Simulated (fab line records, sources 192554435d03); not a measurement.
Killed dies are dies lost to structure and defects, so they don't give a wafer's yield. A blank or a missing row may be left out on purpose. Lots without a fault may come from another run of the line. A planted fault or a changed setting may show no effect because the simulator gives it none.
Which tool did it? | flow n5_finfet | 9 lots, 27 wafers sampled, at 5 steps of a route of 1938

WHAT THE GAUGES READ, wafer by wafer
N5_BEOL_M4_RC_MEAS_101.
lot  | measured     | on        | DIBL_N (mV/V)
L708 | day 8 18:44  | prober-01 | 35.9 35.3 34.9
L709 | day 8 20:23  | prober-02 | 33.8 33.5 33.9
L714 | day 11 00:04 | prober-02 | 34.9 34.8 34.8
L717 | day 11 07:58 | prober-02 | 38.2 37.6 36.9
L718 | day 12 02:16 | prober-01 | 35.2 32.5 35.8
L722 | day 12 14:05 | prober-02 | 37.4 39.0 36.4
L725 | day 13 14:14 | prober-02 | 34.5 33.8 35.7
L726 | day 13 17:34 | prober-01 | 36.5 35.8 36.4
L729 | day 14 19:56 | prober-01 | 41.0 37.6 38.4

WHICH TOOL RAN EACH LOT (tool, then ch and the chambers of the sampled wafers, then the start)
lot  | N5_BEOL_M2_ETCH_74                 | N5_BEOL_M2_STRIP_66                | N5_BEOL_M2_ALD_98                 | N5_BEOL_M2_TRENCH_ETCH_37
L708 | rie_diel-04 ch 0,1,3, day 6 20:50  | rie_diel-04 ch 0,1,3, day 6 21:01  | ald_sin-02 ch 0,2,3, day 6 21:56  | rie_diel-05 ch 0,3, day 8 18:44 or earlier
L709 | rie_diel-05 ch 0,1,3, day 7 00:42  | rie_diel-05 ch 0,1,3, day 7 00:53  | ald_sin-01 ch 2,3, day 7 01:52    | rie_diel-02 ch 0,3, day 8 20:23 or earlier
L714 | rie_diel-05 ch 1,2, day 8 14:24    | rie_diel-05 ch 1,2, day 8 14:35    | ald_sin-01 ch 0,1,2, day 8 16:46  | rie_diel-05 ch 1,3, day 11 00:04 or earlier
L717 | rie_diel-05 ch 1,3, day 9 09:49    | rie_diel-05 ch 1,3, day 9 09:59    | ald_sin-01 ch 0,2,3, day 9 10:56  | rie_diel-02 ch 0,1,3, day 11 07:58 or earlier
L718 | rie_diel-02 ch 0,1, day 9 17:20    | rie_diel-02 ch 0,1, day 9 17:31    | ald_sin-01 ch 0,2,3, day 9 18:34  | rie_diel-04 ch 1,2, day 12 02:16 or earlier
L722 | rie_diel-02 ch 0,1,2, day 10 13:46 | rie_diel-02 ch 0,1,2, day 10 13:56 | ald_sin-03 ch 0,1,3, day 10 14:53 | rie_diel-02 ch 1,3, day 12 14:05 or earlier
L725 | rie_diel-04 ch 0,1,3, day 10 22:08 | rie_diel-04 ch 0,1,3, day 10 22:19 | ald_sin-02 ch 0,2,3, day 10 23:47 | rie_diel-02 ch 0,1,2, day 13 14:14 or earlier
L726 | rie_diel-04 ch 1,2, day 11 05:55   | rie_diel-04 ch 1,2, day 11 06:05   | ald_sin-03 ch 1,2,3, day 11 07:01 | rie_diel-02 ch 1,2,3, day 13 17:34 or earlier
L729 | rie_diel-05 ch 0,1,3, day 11 23:59 | rie_diel-05 ch 0,1,3, day 12 00:10 | ald_sin-02 ch 0,2,3, day 12 01:04 | rie_diel-05 ch 0,2,3, day 14 19:56 or earlier
- N5_BEOL_M2_ETCH_74: etches underlayer in N2/H2, target depth 6.5 nm, time 5.2 s.
- N5_BEOL_M2_STRIP_66: strips in CF4.
- N5_BEOL_M2_ALD_98: deposits SiO2, target thk 2.5 nm, pulse time 1 s, co reactant pulse time 1 s.
- N5_BEOL_M2_TRENCH_ETCH_37: etches SiOC in C4F6/O2, target depth 55.555 nm, time 29.2 s.

THE ANSWER, worked out from the rows above alone
Rule: what is usual is taken from the lots themselves. Put in order of their means at a reading, lots are off if they are a third of the lots or fewer, leave a main group of 4 or more, and stand apart from it by a gap of 3 or more times the standard deviation of the main group's means; of several such gaps the widest counts. A main group whose means are all the same, to the digits that the tables above print for the reading, isn't used. A lot without any number at a reading at which 4 lots or more have one is off too. The other lots that the step has rows for count as sound.
No lot is off at any reading shown: from this, nothing can be told.

WHAT THE SIMULATOR HAD PUT IN
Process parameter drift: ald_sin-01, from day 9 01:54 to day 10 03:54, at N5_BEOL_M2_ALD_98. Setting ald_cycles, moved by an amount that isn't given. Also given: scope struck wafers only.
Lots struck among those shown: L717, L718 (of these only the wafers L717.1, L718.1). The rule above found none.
